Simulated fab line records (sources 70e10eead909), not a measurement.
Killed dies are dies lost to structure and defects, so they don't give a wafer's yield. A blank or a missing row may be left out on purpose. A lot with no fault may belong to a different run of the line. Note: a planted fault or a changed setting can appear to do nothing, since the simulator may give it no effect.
A lot that was struck, set against a sound lot + flow nand_harc + 14 steps out of a route of 1302
Sound: the wafers L909.2, L909.4, L909.6. Wafers struck: L911.1, L911.2, L911.4. The cause is named last.
At each step with rows: each side's tool, then ch and its chambers, then its first start. Under that, the readings that differ: sound wafers + struck wafers + difference of the means + sigmas: that difference in standard deviations of wafers without a fault.
alike: readings whose means differ by less than 2 such deviations, and words and numbers that are the same on both sides. not compared: withheld readings, readings that some wafer has no value for, bounds like >300 that may hide the same value, and numbers for which the record gives no deviation and whose values overlap.
The two part at a step that has a row with sigmas, a row that says differs or no value, or rows on one side only. Numbers that have no deviation but don't overlap get no sigmas and don't part them. A reading that every wafer of one side lacks parts them only if that side has two wafers or more.

NHARC_P_BONDPAD_CD_MEAS_09: target cd 500 nm.
  sound on cd_sem-01 ch 0, day 12 06:52; struck on cd_sem-02 ch 0, day 12 16:39
  alike: cd_nm
NHARC_P_BONDPAD_OVL_MEAS_38:
  sound on overlay-01 at day 12 06:57; struck on overlay-01 at day 12 16:44
| reading           | sound | struck   | difference | sigmas |
|-------------------|-------|----------|------------|--------|
| overlay_y_nm (nm) | 8 8 7 | -5 -6 -5 | -13        | -2     |
  alike: overlay_x_nm
then, 4 steps without rows for these wafers: NHARC_P_BONDPAD_HARDBAKE_10 (time 65 s); NHARC_P_BONDPAD_DESCUM_11 (chemistry O2, time 3 s); NHARC_P_BONDPAD_ETCH_37 (etches the open film in N2/H2, target depth 60 nm, overetch 18 nm, time 65.91 s); NHARC_P_BONDPAD_ETCH_12 (etches the open film in CHF3/O2, target depth 200 nm, time 100 s).
NHARC_P_BONDPAD_CD_MEAS_13:
  sound on cd_sem-01 at day 12 07:26; struck on cd_sem-01 at day 12 17:11
  alike: cd_nm
NHARC_P_BONDPAD_STRIP_15: strips in O2.
  sound on rie_diel-02 ch 1,3, day 12 07:31; struck on rie_diel-02 ch 2,3, day 12 17:17
  alike: drypump_motor_current_A, oes_product_au, rf_vpp_V, showerhead_plenum_p_Torr, throttle_valve_pct
  not compared: rf_hours_counter_h
NHARC_P_BONDPAD_ETCH_24: etches the open film in CF4/N2, target depth 30 nm, time 72.99 s.
  sound on rie_diel-02 ch 1,2,3, day 12 07:43; struck on rie_diel-02 ch 1,2,3, day 12 17:27
  alike: cf4_flow_sccm, drypump_motor_current_A, oes_product_au, rf_vpp_V, showerhead_plenum_p_Torr, throttle_valve_pct
  not compared: rf_hours_counter_h
then, 1 step without rows for these wafers: NHARC_P_BONDPAD_STRIP_16 (strips in post etch residue remover, time 600 s).
NHARC_P_BONDPAD_DEGAS_25: time 60 s.
  sound on pvd_sputter-01 at day 12 08:10; struck on pvd_sputter-03 at day 12 17:52
  alike: heater_power_w
NHARC_P_BONDPAD_PRE_CLEAN_26: time 30 s.
  sound on pvd_sputter-01; struck on pvd_sputter-03
  alike: heater_power_w
NHARC_P_BONDPAD_PVD_17: deposits TaN, target thk 5 nm, time 8.06 s.
  sound on pvd_sputter-01 at day 12 08:16; struck on pvd_sputter-03 at day 12 17:58
  no value came back on the struck wafers for bias_v (V), cathode_dc_power_W (W), chamber_pressure_pa (Pa), throttle_valve_pct (%); on the sound wafers bias_v (V) reads 170.6 170.4 169.1
NHARC_P_BONDPAD_PVD_27: deposits Cu, target thk 30 nm, time 20.49 s.
  sound on pvd_sputter-01; struck on pvd_sputter-03
  alike: cathode_dc_power_W, chamber_pressure_pa, throttle_valve_pct

WHERE THEY PART
Earliest at NHARC_P_BONDPAD_OVL_MEAS_38; latest, in this record, at NHARC_P_BONDPAD_PVD_17. Later steps at which nothing parts them and some readings are alike: NHARC_P_BONDPAD_PVD_27.

WHY: whatever the simulator had introduced
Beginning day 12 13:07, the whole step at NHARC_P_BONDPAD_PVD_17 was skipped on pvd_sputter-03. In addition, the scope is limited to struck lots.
